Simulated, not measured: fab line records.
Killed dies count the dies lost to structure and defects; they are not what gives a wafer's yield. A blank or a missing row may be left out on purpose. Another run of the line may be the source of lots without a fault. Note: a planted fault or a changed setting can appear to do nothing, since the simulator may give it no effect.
What tool caused it?    flow n5Finfet    12 lots, 36 wafers sampled, at 3 steps of a route of 1938

## WHAT THE GAUGES SHOWED, per wafer
N5_BEOL_M2_CD_MEAS_28: target cd 26.2 nm, target cd y 24.1 nm.
lot   measured      on        cdNm (nm)
L075  day 7 10:31   cdSem-01  26.11 26.76 26.31
L078  day 7 15:25   cdSem-01  26.43 26.26 26.47
L079  day 7 21:08   cdSem-03  25.56 25.69 26.09
L081  day 8 14:43   cdSem-03  26.28 26.29 25.83
L082  day 9 01:43   cdSem-02  26.02 26.20 26.05
L085  day 9 10:32   cdSem-01  26.01 26.19 26.42
L087  day 9 23:49   cdSem-03  26.03 25.91 25.77
L088  day 10 16:13  cdSem-03  26.06 26.31 26.37
L092  day 11 01:20  cdSem-01  26.13 25.89 26.14
L093  day 11 13:13  cdSem-03  26.27 26.48 26.08
L095  day 11 18:12  cdSem-03  26.04 26.47 26.54
L097  day 13 02:19  cdSem-02  26.47 26.35 26.18

## TOOL THAT RAN EACH LOT (tool first, then ch and the chambers of the sampled wafers, then the start)
lot   N5_BEOL_M2_ETCH_63                 N5_BEOL_M2_ETCH_64
L075  rieDiel-04 ch 0,2,3, day 7 09:41   rieDiel-04 ch 0,2,3, day 7 09:42
L078  rieDiel-03 ch 0,3, day 7 14:34     rieDiel-03 ch 0,3, day 7 14:35
L079  rieDiel-03 ch 1,2,3, day 7 20:19   rieDiel-03 ch 1,2,3, day 7 20:20
L081  rieDiel-01 ch 0,2,3, day 8 14:01   rieDiel-01 ch 0,2,3, day 8 14:02
L082  rieDiel-01 ch 0,2, day 9 01:01     rieDiel-01 ch 0,2, day 9 01:03
L085  rieDiel-01 ch 1,2, day 9 09:43     rieDiel-01 ch 1,2, day 9 09:44
L087  rieDiel-03 ch 1,3, day 9 22:59     rieDiel-03 ch 1,3, day 9 23:01
L088  rieDiel-03 ch 0,2, day 10 15:31    rieDiel-03 ch 0,2, day 10 15:32
L092  rieDiel-01 ch 1,2,3, day 11 00:24  rieDiel-01 ch 1,2,3, day 11 00:26
L093  rieDiel-01 ch 0,2,3, day 11 12:26  rieDiel-01 ch 0,2,3, day 11 12:28
L095  rieDiel-04 ch 1,3, day 11 17:28    rieDiel-04 ch 1,3, day 11 17:29
L097  rieDiel-01 ch 1,2, day 13 01:37    rieDiel-01 ch 1,2, day 13 01:38
- N5_BEOL_M2_ETCH_63: etches SiARC in CF4, target depth 15.6 nm, time 26 s.
- N5_BEOL_M2_ETCH_64: etches SOC in N2/H2, target depth 75 nm, overetch 22.5 nm, time 121.9 s.

## THE ANSWER, worked out from the rows above alone
Rule: the lots themselves supply what counts as usual. Put in order of their means at a reading, lots are off if they are a third of the lots or fewer, leave a main group of 4 or more, and stand apart from it by a gap of 3 or more times the standard deviation of the main group's means; of several such gaps the widest counts. A main group is skipped when, at the precision printed for the reading in the tables above, its means are all equal. A lot without any number at a reading at which 4 lots or more have one is off too. The other lots that the step has rows for count as sound.
Across all readings shown, no lot is off: no conclusion can be drawn from this.

## WHAT THE SIMULATOR HAD PUT IN
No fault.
